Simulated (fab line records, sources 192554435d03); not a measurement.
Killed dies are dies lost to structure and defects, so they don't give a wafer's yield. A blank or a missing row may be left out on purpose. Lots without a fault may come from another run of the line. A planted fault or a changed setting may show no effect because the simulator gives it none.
Chamber matching | flow n5_finfet | N5_BEOL_M4_STRIP_66 on rie_diel-01: 4 sister chambers
The step strips in CF4. 20 wafers are shown with their chamber, then 10 later ones without.

WAFERS WITH THEIR CHAMBER
wafer  | chamber | drypump_motor_current_A (A) | throttle_valve_pct (%) | oes_product_au (a.u.)
L074.3 | 3       | 5.6                         | 13.27                  | 0.83
L074.4 | 0       | 5.5                         | 13.68                  | 0.71
L074.6 | 0       | 5.5                         | 13.68                  | 0.71
L080.2 | 3       | 5.6                         | 13.30                  | 0.83
L080.3 | 1       | 5.0                         | 13.48                  | 0.73
L080.5 | 0       | 5.5                         | 13.71                  | 0.70
L081.1 | 3       | 5.7                         | 13.31                  | 0.83
L081.2 | 1       | 5.1                         | 13.49                  | 0.73
L081.3 | 2       | 5.2                         | 13.60                  | 0.69
L081.4 | 0       | 5.5                         | 13.70                  | 0.70
L081.5 | 2       | 5.2                         | 13.57                  | 0.68
L081.6 | 3       | 5.6                         | 13.29                  | 0.83
L084.2 | 3       | 5.6                         | 13.32                  | 0.81
L084.4 | 2       | 5.2                         | 13.02                  | 0.97
L084.5 | 0       | 5.5                         | 13.73                  | 0.69
L086.1 | 3       | 5.6                         | 13.33                  | 0.80
L086.2 | 1       | 5.0                         | 13.54                  | 0.71
L086.3 | 2       | 5.3                         | 13.05                  | 0.95
L086.4 | 0       | 5.5                         | 13.73                  | 0.69
L086.5 | 1       | 5.0                         | 13.53                  | 0.72

SIGNATURES (means of the wafers above)
reading                 | chamber 0 | chamber 1 | chamber 2 | chamber 3 | scatter within a chamber
drypump_motor_current_A | 5.500     | 5.025     | 5.225     | 5.617     | 0.0382
throttle_valve_pct      | 13.7050   | 13.5100   | 13.3100   | 13.3033   | 0.139
oes_product_au          | 0.7000    | 0.7225    | 0.8225    | 0.8217    | 0.0696
Rule: a wafer's distance from a chamber is the root of the sum, over the readings, of the square of ((its reading less the chamber's mean) divided by the reading's scatter). The wafer belongs to the nearest chamber; if the next one is less than 2 further off, it can't be placed. The scatter: the root of (the sum of the squares of (reading less its chamber's mean) over the shown wafers, divided by (wafers less chambers)).

WAFERS WITHOUT THEIR CHAMBER
wafer  | drypump_motor_current_A (A) | throttle_valve_pct (%) | oes_product_au (a.u.)
L086.6 | 5.5                         | 13.73                  | 0.69
L088.3 | 5.6                         | 13.34                  | 0.80
L088.5 | 5.1                         | 13.52                  | 0.71
L088.6 | 5.2                         | 13.04                  | 0.95
L089.2 | 5.2                         | 13.04                  | 0.94
L089.4 | 5.2                         | 13.05                  | 0.93
L089.6 | 5.0                         | 13.52                  | 0.71
L094.2 | 5.1                         | 13.57                  | 0.69
L094.3 | 5.5                         | 13.79                  | 0.67
L094.4 | 5.6                         | 13.39                  | 0.78

WHICH CHAMBER EACH WENT THROUGH
wafer  | from the rows above     | in truth
L086.6 | 0                       | 0
L088.3 | 3                       | 3
L088.5 | can't be placed: 1 or 2 | 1
L088.6 | 2                       | 2
L089.2 | 2                       | 2
L089.4 | 2                       | 2
L089.6 | 1                       | 1
L094.2 | 1                       | 1
L094.3 | 0                       | 0
L094.4 | 3                       | 3
Placed correctly: 9 of 10. Can't be placed from these rows: 1 (the true chamber is among the candidates in 1). Placed wrongly: 0.
